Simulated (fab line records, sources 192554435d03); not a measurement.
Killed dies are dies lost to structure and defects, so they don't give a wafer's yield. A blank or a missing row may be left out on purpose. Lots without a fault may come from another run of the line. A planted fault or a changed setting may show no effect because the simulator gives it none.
Chamber matching | flow n5_finfet | N5_BEOL_M4_DEP_57 on pecvd-04: 3 sister chambers
The step deposits SiCN from 3MS/NH3, target thk 8 nm, time 14 s. 3 wafers are shown with their chamber, then 11 later ones without.

WAFERS WITH THEIR CHAMBER
wafer  | chamber | throttle_valve_pct (%)
L092.4 | 2       | 8.8
L089.4 | 1       | 8.3
L091.1 | 0       | 9.7

WAFERS WITHOUT THEIR CHAMBER
wafer  | throttle_valve_pct (%)
L091.2 | 8.8
L091.3 | 8.6
L091.4 | 9.5
L091.5 | 8.5
L091.6 | 8.7
L093.4 | 9.0
L093.5 | 8.5
L093.6 | 9.8
L096.3 | 8.4
L096.5 | 8.8
L096.6 | 8.6

WHICH CHAMBER EACH WENT THROUGH
wafer  | from the rows above     | in truth
L091.2 | 2                       | 2
L091.3 | can't be placed: 2 or 1 | 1
L091.4 | 0                       | 0
L091.5 | can't be placed: 1 or 2 | 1
L091.6 | can't be placed: 2 or 1 | 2
L093.4 | 2                       | 2
L093.5 | can't be placed: 1 or 2 | 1
L093.6 | 0                       | 0
L096.3 | can't be placed: 1 or 2 | 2
L096.5 | 2                       | 2
L096.6 | can't be placed: 2 or 1 | 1
Placed correctly: 5 of 11. Can't be placed from these rows: 6 (the true chamber is among the candidates in 6). Placed wrongly: 0.
How it was worked out, from the rows above alone: a wafer's distance from a chamber is the root of the sum, over the readings, of the square of ((its reading less the chamber's mean) divided by the reading's scatter). The wafer belongs to the nearest chamber; if the next one is less than 2 further off, it can't be placed. A chamber's mean is the mean of its shown wafers. The scatter: with one shown wafer a chamber, the root of the mean of the squares of how far each hidden wafer lies from its nearest shown one.
